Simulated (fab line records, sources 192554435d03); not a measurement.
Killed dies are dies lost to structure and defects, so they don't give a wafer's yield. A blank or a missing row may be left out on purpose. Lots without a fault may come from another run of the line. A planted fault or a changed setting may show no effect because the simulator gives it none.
Which tool did it? | flow n5_finfet | 7 lots, 21 wafers sampled, at 6 steps of a route of 1938

WHAT THE GAUGES READ, wafer by wafer
N5_BEOL_M4_RC_MEAS_101. Usual: DIBL_N 35.9 mV/V, standard deviation 1.7; DIBL_P 36.0 mV/V, standard deviation 2.2; IOFF_N 0.16 nA/um, standard deviation 0.031; IOFF_P 0.21 nA/um, standard deviation 0.039; ION_N 678 uA/um, standard deviation 13; ION_P 464 uA/um, standard deviation 8.8; SS_N 71.5 mV/dec, standard deviation 0.61; SS_P 73.2 mV/dec, standard deviation 0.68; VT_N 249 mV, standard deviation 3.3; VT_P -250 mV, standard deviation 3.8.
lot  | measured     | on        | DIBL_N (mV/V)  | DIBL_P (mV/V)  | IOFF_N (nA/um) | IOFF_P (nA/um) | ION_N (uA/um) | ION_P (uA/um) | SS_N (mV/dec)  | SS_P (mV/dec)  | VT_N (mV)   | VT_P (mV)      | flag
L485 | day 9 01:20  | prober-01 | 31.6 33.5 37.1 | 31.5 34.6 38.8 | 0.09 0.11 0.17 | 0.13 0.15 0.21 | 641 664 676   | 450 455 457   | 70.2 70.5 71.3 | 72.0 72.4 73.5 | 258 256 250 | -260 -257 -254 |
L492 | day 10 16:56 | prober-02 | 35.4 40.4 37.8 | 33.1 40.4 35.9 | 0.14 0.26 0.18 | 0.18 0.31 0.21 | 689 717 681   | 467 480 462   | 71.3 72.2 72.4 | 71.7 73.7 73.5 | 249 241 247 | -250 -245 -248 |
L503 | day 13 22:55 | prober-02 | 32.6 34.8 34.6 | 34.7 36.8 36.9 | 0.13 0.17 0.16 | 0.21 0.23 0.25 | 678 685 674   | 471 472 466   | 71.6 72.3 72.4 | 72.8 73.4 74.2 | 253 249 251 | -248 -250 -248 |
L504 | day 14 02:04 | prober-02 | 34.9 38.4 34.8 | 33.1 38.7 33.7 | 0.13 0.20 0.13 | 0.17 0.25 0.17 | 681 688 690   | 462 463 465   | 71.8 72.1 70.8 | 73.0 73.7 72.6 | 251 245 250 | -252 -249 -254 |

WHICH TOOL RAN EACH LOT (tool, then ch and the chambers of the sampled wafers, then the start)
lot  | N5_BEOL_M3_ETCH_64                 | N5_BEOL_M3_ETCH_70                 | N5_BEOL_M3_VIA_ETCH_34             | N5_BEOL_M3_TRENCH_ETCH_37                     | N5_BEOL_M3_ETCH_41
L485 | rie_diel-01 ch 0,3, day 7 22:14    | rie_diel-03 ch 0,1,2, day 8 00:13  | rie_diel-03 ch 0,1,2, day 8 00:19  | rie_diel-03 ch 0,1,2, day 9 01:20 or earlier  | rie_diel-03 ch 0,1,2, day 9 01:20 or earlier
L492 | rie_diel-03 ch 0,1, day 9 20:01    | rie_diel-01 ch 0,1,2, day 9 22:22  | rie_diel-01 ch 0,1,2, day 9 22:28  | rie_diel-01 ch 0,1,2, day 10 16:56 or earlier | rie_diel-01 ch 0,1,2, day 10 16:56 or earlier
L498 | rie_diel-03 ch 0,3, day 11 01:08   | rie_diel-03 ch 0,3, day 11 11:49   | rie_diel-03 ch 0,3, day 11 11:55   | rie_diel-03 ch 0,3, day 16 20:55 or earlier   | rie_diel-03 ch 0,3, day 16 20:55 or earlier
L499 | rie_diel-03 ch 1,2,3, day 11 13:30 | rie_diel-01 ch 0,1,2, day 11 14:59 | rie_diel-01 ch 0,1,2, day 11 15:05 | rie_diel-01 ch 0,1,2, day 17 16:54 or earlier | rie_diel-01 ch 0,1,2, day 17 16:54 or earlier
L500 | rie_diel-01 ch 0,1,3, day 11 16:20 | rie_diel-01 ch 2,3, day 11 20:58   | rie_diel-01 ch 2,3, day 11 21:04   | rie_diel-01 ch 2,3, day 17 15:13 or earlier   | rie_diel-01 ch 2,3, day 17 15:13 or earlier
L503 | rie_diel-03 ch 0,3, day 12 07:33   | rie_diel-01 ch 0,3, day 13 04:31   | rie_diel-01 ch 0,3, day 13 04:37   | rie_diel-01 ch 0,3, day 13 22:55 or earlier   | rie_diel-01 ch 0,3, day 13 22:55 or earlier
L504 | rie_diel-01 ch 2,3, day 12 21:13   | rie_diel-04 ch 1,2, day 13 07:40   | rie_diel-04 ch 1,2, day 13 07:46   | rie_diel-04 ch 1,2, day 14 02:04 or earlier   | rie_diel-04 ch 1,2, day 14 02:04 or earlier
- N5_BEOL_M3_ETCH_64: etches SOC in N2/H2, target depth 75 nm, overetch 15 nm, time 112.5 s.
- N5_BEOL_M3_ETCH_70: etches SOC in N2/H2, target depth 80 nm, overetch 16 nm, time 120 s.
- N5_BEOL_M3_VIA_ETCH_34: etches the open film in C4F6/O2, target depth 69.4 nm, time 65.9 s.
- N5_BEOL_M3_TRENCH_ETCH_37: etches SiOC in C4F6/O2, target depth 55.555 nm, time 29.2 s.
- N5_BEOL_M3_ETCH_41: etches SiCN in CH3F/O2, target depth 29.9 nm, time 52.5 s.

WHAT THE TOOLS THEMSELVES READ (means of the sampled wafers that have a number; where no wafer has one, the mark that the record gives instead)
N5_BEOL_M3_ETCH_64. Usual: bias_w 149.9 W, standard deviation 0.45; chamber_pressure_mTorr 29.998 mTorr, standard deviation 0.026; drypump_motor_current_A 5.7 A, standard deviation 0.59; n2_flow_sccm 200.1 sccm, standard deviation 0.57; oes_product_au 0.63 a.u., standard deviation 0.063; rf_vpp_V 523.5 V, standard deviation 2; showerhead_plenum_p_Torr 2.53 Torr, standard deviation 0.067; throttle_valve_pct 17.75 %, standard deviation 0.26.
lot  | tool        | bias_w (W) | chamber_pressure_mTorr (mTorr) | drypump_motor_current_A (A) | n2_flow_sccm (sccm) | oes_product_au (a.u.) | rf_vpp_V (V) | showerhead_plenum_p_Torr (Torr) | throttle_valve_pct (%) | flag
L485 | rie_diel-01 | 149.8      | 30.001                         | 5.8                         | 200.1               | 0.70                  | 523.8        | 2.51                            | 17.60                  |
L492 | rie_diel-03 | 150.3      | 29.982                         | 5.2                         | 199.7               | 0.61                  | 523.5        | 2.54                            | 17.59                  |
L498 | rie_diel-03 | 150.3      | 30.009                         | 5.8                         | 199.9               | 0.60                  | 525.3        | 2.60                            | 17.60                  |
L499 | rie_diel-03 | 150.3      | 30.001                         | 5.7                         | 199.9               | 0.56                  | 523.3        | 2.51                            | 17.82                  |
L500 | rie_diel-01 | 149.6      | 30.003                         | 5.4                         | 200.0               | 0.63                  | 523.5        | 2.51                            | 17.82                  |
L503 | rie_diel-03 | 149.3      | 29.976                         | 5.4                         | 199.3               | 0.62                  | 525.0        | 2.58                            | 17.52                  |
L504 | rie_diel-01 | 149.4      | 30.003                         | 6.2                         | 200.3               | 0.68                  | 522.3        | 2.49                            | 17.59                  |

N5_BEOL_M3_ETCH_70. Usual: bias_w 150.0 W, standard deviation 0.45; chamber_pressure_mTorr 29.999 mTorr, standard deviation 0.027; drypump_motor_current_A 5.8 A, standard deviation 0.61; n2_flow_sccm 200.0 sccm, standard deviation 0.6; oes_product_au 0.61 a.u., standard deviation 0.064; rf_vpp_V 523.3 V, standard deviation 2; showerhead_plenum_p_Torr 2.53 Torr, standard deviation 0.068; throttle_valve_pct 17.83 %, standard deviation 0.28.
lot  | tool        | bias_w (W) | chamber_pressure_mTorr (mTorr) | drypump_motor_current_A (A) | n2_flow_sccm (sccm) | oes_product_au (a.u.) | rf_vpp_V (V) | showerhead_plenum_p_Torr (Torr) | throttle_valve_pct (%) | flag
L485 | rie_diel-03 | 149.6      | 30.000                         | 5.3                         | 200.6               | 0.59                  | 522.8        | 2.51                            | 17.67                  |
L492 | rie_diel-01 | 150.1      | 30.010                         | 5.4                         | 200.3               | 0.63                  | 523.6        | 2.53                            | 17.73                  |
L498 | rie_diel-03 | -          | -                              | -                           | -                   | -                     | -            | -                               | -                      | OFF
L499 | rie_diel-01 | -          | -                              | -                           | -                   | -                     | -            | -                               | -                      | OFF
L500 | rie_diel-01 | -          | -                              | -                           | -                   | -                     | -            | -                               | -                      | OFF
L503 | rie_diel-01 | 150.0      | 30.006                         | 5.3                         | 199.8               | 0.64                  | 523.6        | 2.53                            | 17.62                  |
L504 | rie_diel-04 | 150.1      | 29.983                         | 6.0                         | 200.5               | 0.62                  | 524.6        | 2.58                            | 18.00                  |

N5_BEOL_M3_VIA_ETCH_34. Usual: C4F6_flow_sccm 9.998 sccm, standard deviation 0.029; O2_flow_sccm 9.996 sccm, standard deviation 0.029; bias_w 170.0 W, standard deviation 0.58; drypump_motor_current_A 5.8 A, standard deviation 0.61; oes_f_703_au 0.78 a.u., standard deviation 0.082; oes_product_au 0.80 a.u., standard deviation 0.091; rf_vpp_V 672 V, standard deviation 14; showerhead_plenum_p_Torr 2.83 Torr, standard deviation 0.079; throttle_valve_pct 30.8 %, standard deviation 0.38.
lot  | tool        | C4F6_flow_sccm (sccm) | O2_flow_sccm (sccm) | bias_w (W) | drypump_motor_current_A (A) | oes_f_703_au (a.u.) | oes_product_au (a.u.) | rf_vpp_V (V) | showerhead_plenum_p_Torr (Torr) | throttle_valve_pct (%) | flag
L485 | rie_diel-03 | 10.038                | 10.006              | 170.1      | 5.3                         | 0.76                | 0.78                  | 676          | 2.82                            | 30.8                   |
L492 | rie_diel-01 | 10.001                | 9.989               | 169.5      | 5.3                         | 0.83                | 0.84                  | 655          | 2.81                            | 30.5                   |
L498 | rie_diel-03 | 10.002                | 9.991               | 169.6      | 5.8                         | 0.74                | 0.28                  | 682          | 2.91                            | 30.5                   | OFF
L499 | rie_diel-01 | 9.988                 | 9.963               | 170.2      | 5.3                         | 0.82                | 0.30                  | 655          | 2.80                            | 30.4                   | OFF
L500 | rie_diel-01 | 9.976                 | 10.009              | 169.9      | 6.3                         | 0.84                | 0.32                  | 669          | 2.78                            | 30.5                   | OFF
L503 | rie_diel-01 | 9.989                 | 9.966               | 169.8      | 5.3                         | 0.81                | 0.84                  | 661          | 2.84                            | 30.8                   |
L504 | rie_diel-04 | 9.985                 | 10.012              | 170.5      | 6.0                         | 0.77                | 0.80                  | 693          | 2.90                            | 31.3                   |

N5_BEOL_M3_TRENCH_ETCH_37. Usual: C4F6_flow_sccm 10.00 sccm, standard deviation 0.03; O2_flow_sccm 10.00 sccm, standard deviation 0.031; bias_w 185.0 W, standard deviation 0.61; drypump_motor_current_A 5.8 A, standard deviation 0.61; oes_f_703_au 0.78 a.u., standard deviation 0.082; oes_product_au 0.80 a.u., standard deviation 0.091; rf_vpp_V 672 V, standard deviation 15; showerhead_plenum_p_Torr 2.83 Torr, standard deviation 0.079; throttle_valve_pct 20.90 %, standard deviation 0.29.
lot  | tool        | C4F6_flow_sccm (sccm) | O2_flow_sccm (sccm) | bias_w (W) | drypump_motor_current_A (A) | oes_f_703_au (a.u.) | oes_product_au (a.u.) | rf_vpp_V (V) | showerhead_plenum_p_Torr (Torr) | throttle_valve_pct (%) | flag
L485 | rie_diel-03 | 10.00                 | 10.01               | 184.8      | 5.3                         | 0.76                | 0.77                  | 676          | 2.82                            | 20.78                  |
L492 | rie_diel-01 | 9.99                  | 9.97                | 184.5      | 5.3                         | 0.83                | 0.84                  | 655          | 2.81                            | 20.69                  |
L498 | rie_diel-03 | 10.02                 | 9.98                | 185.1      | 5.8                         | 0.73                | 0.75                  | 681          | 2.92                            | 20.77                  |
L499 | rie_diel-01 | 10.00                 | 9.99                | 184.5      | 5.3                         | 0.82                | 0.82                  | 655          | 2.81                            | 20.71                  |
L500 | rie_diel-01 | 10.04                 | 9.99                | 184.9      | 6.3                         | 0.84                | 0.86                  | 669          | 2.78                            | 20.69                  |
L503 | rie_diel-01 | 10.02                 | 10.00               | 185.1      | 5.3                         | 0.82                | 0.84                  | 661          | 2.84                            | 20.76                  |
L504 | rie_diel-04 | 9.99                  | 10.01               | 186.1      | 6.0                         | 0.77                | 0.80                  | 693          | 2.91                            | 21.10                  |

N5_BEOL_M3_ETCH_41. Usual: CH3F_flow_sccm 30.00 sccm, standard deviation 0.089; O2_flow_sccm 20.01 sccm, standard deviation 0.059; bias_w 74.95 W, standard deviation 0.22; drypump_motor_current_A 5.8 A, standard deviation 0.61; oes_product_au 0.80 a.u., standard deviation 0.091; rf_vpp_V 297.0 V, standard deviation 1.4; showerhead_plenum_p_Torr 1.99 Torr, standard deviation 0.057; throttle_valve_pct 16.35 %, standard deviation 0.29.
lot  | tool        | CH3F_flow_sccm (sccm) | O2_flow_sccm (sccm) | bias_w (W) | drypump_motor_current_A (A) | oes_product_au (a.u.) | rf_vpp_V (V) | showerhead_plenum_p_Torr (Torr) | throttle_valve_pct (%) | flag
L485 | rie_diel-03 | 29.97                 | 20.00               | 75.02      | 5.3                         | 0.77                  | 296.3        | 1.98                            | 16.21                  |
L492 | rie_diel-01 | 29.97                 | 20.09               | 74.94      | 5.3                         | 0.85                  | 297.1        | 1.98                            | 16.18                  |
L498 | rie_diel-03 | 29.91                 | 19.95               | 74.70      | 5.9                         | 0.74                  | 297.5        | 2.05                            | 16.25                  |
L499 | rie_diel-01 | 30.01                 | 19.98               | 75.11      | 5.3                         | 0.83                  | 297.4        | 1.97                            | 16.20                  |
L500 | rie_diel-01 | 30.08                 | 19.99               | 74.83      | 6.3                         | 0.87                  | 295.7        | 1.95                            | 16.13                  |
L503 | rie_diel-01 | 29.99                 | 20.08               | 74.73      | 5.3                         | 0.84                  | 296.8        | 2.00                            | 16.20                  |
L504 | rie_diel-04 | 30.01                 | 20.01               | 74.88      | 6.0                         | 0.80                  | 298.0        | 2.04                            | 16.46                  |

THE ANSWER, worked out from the rows above alone
Rule: a lot is off if the mean of its wafers that have a number lies more than 3 standard deviations from the usual mean. A lot without any number at a reading at which 4 lots or more have one is off too. The other lots that the step has rows for count as sound. The gauges are gone through in route order, then the tools' own readings, and for those a lot's mean is taken as printed above. The first step at which some lot is off is used, and at that step the reading that is off furthest; a lot without a number counts as furthest.
Off: L498, L499, L500, at N5_BEOL_M3_ETCH_70 (bias_w). Without a number there: L498, L499, L500.
A tool fits if, at that step or a process step before it, it ran every lot that is off, and no sound lot after the first of them. None of those tried fits.

WHAT THE SIMULATOR HAD PUT IN
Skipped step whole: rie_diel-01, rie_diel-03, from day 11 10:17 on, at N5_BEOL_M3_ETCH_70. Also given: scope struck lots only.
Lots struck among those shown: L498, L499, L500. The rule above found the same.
